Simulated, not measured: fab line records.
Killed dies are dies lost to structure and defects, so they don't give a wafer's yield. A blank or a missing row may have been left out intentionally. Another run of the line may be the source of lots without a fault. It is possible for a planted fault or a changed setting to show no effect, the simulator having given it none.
fab line records	flow n5-finfet
record: lots: 7	wafers: 21	last-day: 16
route steps=1938 shown BEOL_M13@1696 PASSIVATION@1936
lots with no fault: from the same line, run without faults
start-h: hours from the record's opening day to when the first of the lot's shown wafers began	wait-h: how many hours have passed since the lot's step before this one	" same as the row above	L1.1+2: a single row standing in for several wafers	- no value present, or no start provided	* or withheld: withheld	< > ~ a bound
route shown NAME@n: NAME is a module with steps in the file, n the number in the route of the first one	usual: mean/standard deviation of fault-free wafers	same: alike in all rows	chamber/n: place in a boat	sites: readings site by site	_std_site: how widely they spread, as a standard deviation	_edge_site: the outer-site mean with the inner-site mean subtracted	radius-mm: how far each site lies from the wafer's centre	mask NAME#n: copy n	behind: the tool/chamber that last shaped the wafer	hold: what put the lot on hold/how long, in hours/how the hold closed	device: the transistor (n, p or np) that didn't switch	end of line: the tests these same wafers got at the end of their route	a step with no rows: only its recipe	killed: count of dies lost to structure and defects at first sort (not the wafer's yield)	map: a wafer's dies, x killed, . not, _ none there
set.NAME: the run value of the setting; set.NAME@STEP: its run value at that earlier step	model.NAME: the simulator's own value behind a step, which no gauge read
lots at some steps of the route; a table a step, a row a wafer
services: a tool's chamber out of use, with start hour (start-h, from the record's first day; less than 0 if before it), hours out, and reason
== steps ==
step: N5_BEOL_M13_TRENCH_ETCH_34
recipe: chemistry: C4F8/O2/Ar	target: SiOC	target-depth-a: 4134.7	mask-material: SOC	pressure-mtorr: 30	source-w: 3000	bias-w: 700	Ar_flow_sccm: 400	C4F8_flow_sccm: 15	O2_flow_sccm: 8	he-inner-torr: 15	he-outer-torr: 30	time-s: 162.6	ion-energy-ev: 250
step: N5_BEOL_M13_STRIP_70
recipe: chemistry: C4F8/O2/Ar	resist: SiARC	rf-frequency-hz: 6e+07
step: N5_BEOL_M13_OCD_MEAS_35
usual: trench-depth-nm: 414/6.3
lot.wafer	tool	chamber	start-h	wait-h	trench-depth-nm
L759.4	ocd-02	-	244.51	0.0	420
L759.5	"	-	"	"	415
L759.6	"	-	"	"	408
L760.1	ocd-01	-	248.02	0.0	419
L760.4	"	-	"	"	419
L760.5	"	-	"	"	413
L768.2	ocd-02	-	299.12	0.0	421
L768.4	"	-	"	"	422
L768.5	"	-	"	"	424
L772.2	ocd-02	-	322.05	0.0	415
L772.3	"	-	"	"	412
L772.6	"	-	"	"	418
L773.1	ocd-02	-	327.54	0.0	422
L773.3	"	-	"	"	411
L773.4	"	-	"	"	420
L774.1	ocd-02	-	334.34	0.0	412
L774.4	"	-	"	"	413
L774.6	"	-	"	"	414
L776.1	ocd-01	-	345.40	0.0	420
L776.3	"	-	"	"	417
L776.6	"	-	"	"	413
step: N5_BEOL_M13_STRIP_37
recipe: chemistry: N2/H2	power-w: 1000	temp-c: 250	h2-frac: 0.65	overash-fraction: 0.3	pressure-mtorr: withheld	n2-flow-sccm: 1750	h2-flow-sccm: 3250
step: N5_BEOL_M13_ETCH_38
recipe: chemistry: CF4/N2	target: SiCN	target-depth-a: 675	taper-deg: 2	time-s: 71.9	ion-energy-ev: 150	mask-material: SiO2	pressure-mtorr: 40	source-w: 430	bias-w: 70	Ar_flow_sccm: 100	cf4-flow-sccm: 60	n2-flow-sccm: 60
usual: bias-w: 70.05/0.22	drypump-motor-current-A: 5.7/0.35	oes-product-au: 0.83/0.072	rf-vpp-V: 382.8/1.5	showerhead-plenum-p-Torr: 2.23/0.049	throttle-valve-pct: 15.26/0.2
lot.wafer	tool	chamber	start-h	wait-h	bias-w	drypump-motor-current-A	oes-product-au	rf-hours-counter-h	rf-vpp-V	showerhead-plenum-p-Torr	throttle-valve-pct
L759.4	rie-diel-01	2	246.69	-	69.84	5.8	0.87	-	381.4	2.17	15.59
L759.5	"	1	"	"	69.78	5.7	0.81	-	385.4	2.32	15.45
L759.6	"	3	"	"	70.25	6.2	0.91	-	380.9	2.17	15.06
L760.1	rie-diel-01	2	248.14	-	69.89	5.8	0.86	55	380.7	2.17	15.58
L760.4	"	1	"	"	69.77	5.7	0.80	-	383.5	2.32	15.44
L760.5	"	3	"	"	70.05	6.2	0.90	-	381.8	2.17	15.03
L768.2	rie-diel-05	0	299.67	-	70.32	5.0	0.70	245	383.6	2.27	15.44
L768.4	"	1	"	"	70.17	5.6	0.81	77	382.7	2.24	15.32
L768.5	"	3	"	"	70.06	5.8	0.84	-	382.9	2.27	14.98
L772.2	rie-diel-05	1	325.70	-	70.22	5.6	0.80	86	382.8	2.24	15.34
L772.3	"	2	"	"	69.87	5.7	0.84	64	382.8	2.23	15.18
L772.6	"	3	"	"	70.22	5.8	0.81	-	383.1	2.27	14.99
L773.1	rie-diel-01	0	329.85	-	70.18	5.7	0.89	27	381.3	2.16	15.21
L773.3	"	2	"	"	69.67	5.8	0.83	80	379.9	2.16	15.64
L773.4	"	3	"	"	70.19	6.2	0.87	48	380.6	2.16	15.12
L774.1	rie-diel-01	3	335.45	-	70.24	6.2	0.85	49	380.6	2.16	15.11
L774.4	"	1	"	"	69.99	5.7	0.78	107	384.3	2.31	15.50
L774.6	"	0	"	"	69.83	5.6	0.86	-	379.2	2.16	15.21
L776.1	rie-diel-05	1	346.24	-	69.83	5.6	0.79	94	385.0	2.23	15.36
L776.3	"	3	"	"	69.94	5.8	0.81	52	383.7	2.26	15.00
L776.6	"	3	"	"	69.91	5.8	0.79	-	383.4	2.26	14.98
step: N5_BEOL_M13_PRECLEAN_39
recipe: chemistry: residue-remover	time-s: 60	temp-c: 40
step: N5_BEOL_M13_SRD_40
recipe: time-s: 30	temp-c: 23	rinse-liquid: diw	dry: n2-spin	spin-rpm: 1500	dry-time-s: 30
step: N5_BEOL_M13_DEGAS_41
recipe: ambient: vacuum	temp-c: 250	time-s: 60
usual: heater-power-w: 332/15
lot.wafer	tool	chamber	start-h	wait-h	heater-power-w
L759.4	pvd-sputter-03	-	247.10	0.3	324
L759.5	"	-	"	"	315
L759.6	"	-	"	"	321
L760.1	pvd-sputter-01	-	248.37	0.1	342
L760.4	"	-	"	"	323
L760.5	"	-	"	"	331
L768.2	pvd-sputter-01	-	300.45	0.6	325
L768.4	"	-	"	"	330
L768.5	"	-	"	"	341
L772.2	pvd-sputter-02	-	326.60	0.7	324
L772.3	"	-	"	"	335
L772.6	"	-	"	"	328
L773.1	pvd-sputter-02	-	330.42	0.4	351
L773.3	"	-	"	"	307
L773.4	"	-	"	"	333
L774.1	pvd-sputter-02	-	336.28	0.7	329
L774.4	"	-	"	"	301
L774.6	"	-	"	"	353
L776.1	pvd-sputter-02	-	346.73	0.3	344
L776.3	"	-	"	"	302
L776.6	"	-	"	"	295
step: N5_BEOL_M13_PRE_CLEAN_42
recipe: gas: H2/He	time-s: 30	temp-c: 250
usual: heater-power-w: 331/15
lot.wafer	tool	chamber	start-h	wait-h	heater-power-w
L759.4	pvd-sputter-03	-	247.14	0.0	332
L759.5	"	-	"	"	317
L759.6	"	-	"	"	341
L760.1	pvd-sputter-01	-	248.41	0.0	341
L760.4	"	-	"	"	323
L760.5	"	-	"	"	324
L768.2	pvd-sputter-01	-	300.49	0.0	320
L768.4	"	-	"	"	324
L768.5	"	-	"	"	341
L772.2	pvd-sputter-02	-	326.64	0.0	330
L772.3	"	-	"	"	339
L772.6	"	-	"	"	336
L773.1	pvd-sputter-02	-	330.46	0.0	351
L773.3	"	-	"	"	299
L773.4	"	-	"	"	324
L774.1	pvd-sputter-02	-	336.32	0.0	323
L774.4	"	-	"	"	306
L774.6	"	-	"	"	347
L776.1	pvd-sputter-02	-	346.77	0.0	348
L776.3	"	-	"	"	300
L776.6	"	-	"	"	309
step: N5_BEOL_M13_SPUTTER_43
recipe: material: TaN	target-thk-a: 150	temp-c: 50	bias-v: 168.6	power-w: 15000	chamber-pressure-pa: 0.12	time-s: 24.19
usual: substrate-temp-c: 50.00/0.12	throttle-valve-pct: 29.7/0.71
lot.wafer	tool	chamber	start-h	wait-h	substrate-temp-c	throttle-valve-pct
L759.4	pvd-sputter-03	-	247.18	0.0	49.92	30.5
L759.5	"	-	"	"	49.81	29.3
L759.6	"	-	"	"	49.92	30.1
L760.1	pvd-sputter-01	-	248.46	0.0	49.97	29.9
L760.4	"	-	"	"	50.04	29.1
L760.5	"	-	"	"	50.15	28.5
L768.2	pvd-sputter-01	-	300.53	0.0	50.03	28.8
L768.4	"	-	"	"	49.74	30.0
L768.5	"	-	"	"	49.79	29.7
L772.2	pvd-sputter-02	-	326.68	0.0	50.07	29.6
L772.3	"	-	"	"	49.87	30.4
L772.6	"	-	"	"	49.94	30.2
L773.1	pvd-sputter-02	-	330.50	0.0	50.19	28.8
L773.3	"	-	"	"	49.98	30.0
L773.4	"	-	"	"	49.90	29.5
L774.1	pvd-sputter-02	-	336.36	0.0	49.88	29.4
L774.4	"	-	"	"	50.01	30.1
L774.6	"	-	"	"	50.25	28.8
L776.1	pvd-sputter-02	-	346.81	0.0	50.17	28.4
L776.3	"	-	"	"	49.87	30.1
L776.6	"	-	"	"	49.71	30.1
step: N5_BEOL_M13_SPUTTER_44
recipe: material: Ta	target-thk-a: 100	temp-c: 50	bias-v: 80	power-w: 15000	chamber-pressure-pa: 0.07	time-s: 16.13
step: N5_BEOL_M13_SPUTTER_45
recipe: material: Cu	target-thk-a: 800	temp-c: -20	bias-v: 60	power-w: 26000	chamber-pressure-pa: 0.13	time-s: 13.33
step: N5_BEOL_M13_ECD_47
recipe: material: Cu	target-thk-a: 9360
lot.wafer	tool	chamber	start-h	wait-h	model.Cu_of_BEOL_M13_ECD_47.thk-nm
L759.4	ecd-cu-02	1	247.51	0.1	947.6
L759.5	"	1	"	"	941.8
L759.6	"	0	"	"	944.8
L760.1	ecd-cu-01	0	248.76	0.1	936
L760.4	"	1	"	"	941.8
L760.5	"	1	"	"	947
L768.2	ecd-cu-01	0	300.81	0.1	929.8
L768.4	"	1	"	"	934.8
L768.5	"	1	"	"	942.4
L772.2	ecd-cu-01	1	326.96	0.1	948.6
L772.3	"	1	"	"	728.2
L772.6	"	1	"	"	724.8
L773.1	ecd-cu-01	1	330.78	0.1	927.2
L773.3	"	1	"	"	716.2
L773.4	"	0	"	"	715
L774.1	ecd-cu-01	0	336.64	0.1	920
L774.4	"	1	"	"	700.8
L774.6	"	1	"	"	722.6
L776.1	ecd-cu-02	1	347.09	0.1	946.4
L776.3	"	1	"	"	936.6
L776.6	"	0	"	"	930
step: N5_BEOL_M13_ANNEAL_48
recipe: temp-c: 225	time-s: 90	ambient: N2
usual: wafer_temp_C_max: 225.96/0.27
lot.wafer	tool	chamber	start-h	wait-h	wafer_temp_C_max
L759.4	rtp-anneal-01	0	248.10	0.5	225.84
L759.5	"	0	"	"	225.85
L759.6	"	0	"	"	226.02
L760.1	rtp-anneal-01	0	248.93	0.1	225.80
L760.4	"	0	"	"	225.70
L760.5	"	0	"	"	226.29
L768.2	rtp-anneal-02	0	301.17	0.3	226.29
L768.4	"	0	"	"	225.72
L768.5	"	0	"	"	226.10
L772.2	rtp-anneal-01	0	327.18	0.2	225.93
L772.3	"	0	"	"	225.78
L772.6	"	0	"	"	225.89
L773.1	rtp-anneal-02	0	330.94	0.1	226.10
L773.3	"	0	"	"	225.90
L773.4	"	0	"	"	226.07
L774.1	rtp-anneal-01	0	336.80	0.1	225.96
L774.4	"	0	"	"	226.01
L774.6	"	0	"	"	225.88
L776.1	rtp-anneal-01	0	347.25	0.1	226.35
L776.3	"	0	"	"	226.03
L776.6	"	0	"	"	226.08
step: N5_PASSIVATION_PROBE_49
usual: defect-limited-yield: 91.4/1.4	killed_at_M0_to_M3: 34/8.9	killed_at_M4_up: 13/4.6	killed-at-contacts: 12/5.5	killed-at-front-end: 41/11	killed-at-other: 3.1/2.9	killed-dies: 102/16	killed-open: 66/11	killed-short: 34/7.6	sort_bin_4_leakage: 0.01/0.14	sort_bin_5_function: 5.1/0.89	sort_bin_6_memory: 3.2/0.61	sort_bin_8_speed: 0.02/0.12	sort-n-pass: 1078/16	sort-yield-pct: 91.3/1.4
same: gross-dies: 1180	killed-at-back-side: 0
lot.wafer	tool	chamber	start-h	wait-h	defect-limited-yield[%]	killed_at_M0_to_M3	killed_at_M4_up	killed-at-contacts	killed-at-front-end	killed-at-other	killed-dies	killed-open	killed-short	sort_bin_4_leakage[%]	sort_bin_5_function[%]	sort_bin_6_memory[%]	sort_bin_8_speed[%]	sort-n-pass	sort-yield-pct[%]
L773.1	prober-02	-	358.08	0.0	90.8	31	16	5	50	6	108	73	35	0	5.8	3.2	0	1072	90.8
L773.3	prober-02	-	358.18	0.1	89.5	24	15	13	53	19	124	80	44	0	6.1	4.3	0	1056	89.5
L773.4	prober-02	-	358.23	0.2	91.6	27	13	10	47	2	99	73	26	0	5.3	3.1	0	1081	91.6
L774.6	prober-02	-	362.71	0.3	90.5	36	17	10	48	1	112	68	33	0	5.2	3.1	0	1068	90.5
killed by level:class
L773.1 BEOL_M0_SAQP:geometric-particle:short=11 STI_FIN_REVEAL:geometric-particle:open=11 DUMMY_GATE:geometric-particle:open=11 BEOL_M0_SAQP:geometric-particle:open=11 FIN_SAQP:geometric-particle:short=7 STARTING-WAFER:geometric-particle:open=6 STI_FIN_REVEAL:geometric-particle:short=5 BEOL_M7:geometric-particle:open=5
L773.3 STI_FIN_REVEAL:geometric-particle:open=15 DUMMY_GATE:geometric-particle:open=7 MOL_CONTACT_COAG:geometric-particle:short=7 BEOL_M0_SAQP:geometric-particle:short=7 MOL_CONTACT_COAG:geometric-particle:open=6 BEOL_M3:geometric-particle:open=6 MIM_TOP_ETCH:geometric-particle:open=6 FIN_SAQP:geometric-particle:short=5
L773.4 DUMMY_GATE:geometric-particle:open=15 BEOL_M0_SAQP:geometric-particle:open=10 STI_FIN_REVEAL:geometric-particle:open=8 MOL_CONTACT_COAG:geometric-particle:open=8 GATE_CUT:geometric-particle:short=7 BEOL_M0_SAQP:geometric-particle:short=6 FIN_SAQP:geometric-particle:short=5 BEOL_M3:geometric-particle:open=5
L774.6 HKMG_FIN:area-etch=10 BEOL_M4:geometric-particle:open=9 BEOL_M3:geometric-particle:open=9 STI_FIN_REVEAL:geometric-particle:open=8 BEOL_M0_SAQP:geometric-particle:short=8 FIN_SAQP:geometric-particle:open=7 DUMMY_GATE:geometric-particle:open=7 MOL_CONTACT_COAG:geometric-particle:open=7
== services ==
tool	chamber	start-h	hours	kind
rie-diel-01	0	229.39	-	clean
rie-diel-01	0	229.39	-	consumable-replace:focus-ring
rie-diel-01	0	229.39	20.3	scheduled-down
rie-diel-01	0	229.39	20.3	vent-cycle
rie-diel-05	0	231.27	1.3	repair
ecd-cu-02	-	234.98	2.4	repair
rie-diel-01	2	241.99	4.6	repair
rie-diel-05	-	266.35	15.6	pm
rie-diel-01	2	279.08	5.3	repair
rtp-anneal-02	-	285.43	1.1	pm
rie-diel-05	0	301.90	5.6	repair
rie-diel-05	0	319.78	-	clean
rie-diel-05	0	319.78	-	consumable-replace:focus-ring
rie-diel-05	0	319.78	18.1	scheduled-down
rie-diel-05	0	319.78	18.1	vent-cycle
ecd-cu-01	-	327.49	2.3	repair
rtp-anneal-02	-	337.94	7.2	pm
rie-diel-01	3	339.32	3.9	repair
== key ==
first-sign none at tools or gauges
model-effect: step: N5_BEOL_M13_ECD_47	value: Cu_of_BEOL_M13_ECD_47.thk-nm	without: 935.5	struck: 717.9
met-at N5_BEOL_M13_ECD_47
struck-wafers L772.3,L772.6,L773.3,L773.4,L774.4,L774.6
baseline-loss: step: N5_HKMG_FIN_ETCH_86	wafers: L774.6
onset-between 300.81 326.96
fault: kind: process-parameter-drift	tool: ecd-cu-01	chamber: -	onset-h: 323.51	steps: N5_BEOL_M13_ECD_47	channel: target-thk-a	offset: *	shape: step	end-h: 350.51	scope: struck-wafers-only	acts-in: *	stated: *
baseline-loss: these wafers lose ten dies or more at that step, a loss of the line's own and not of a fault; the sort's usual values leave them out
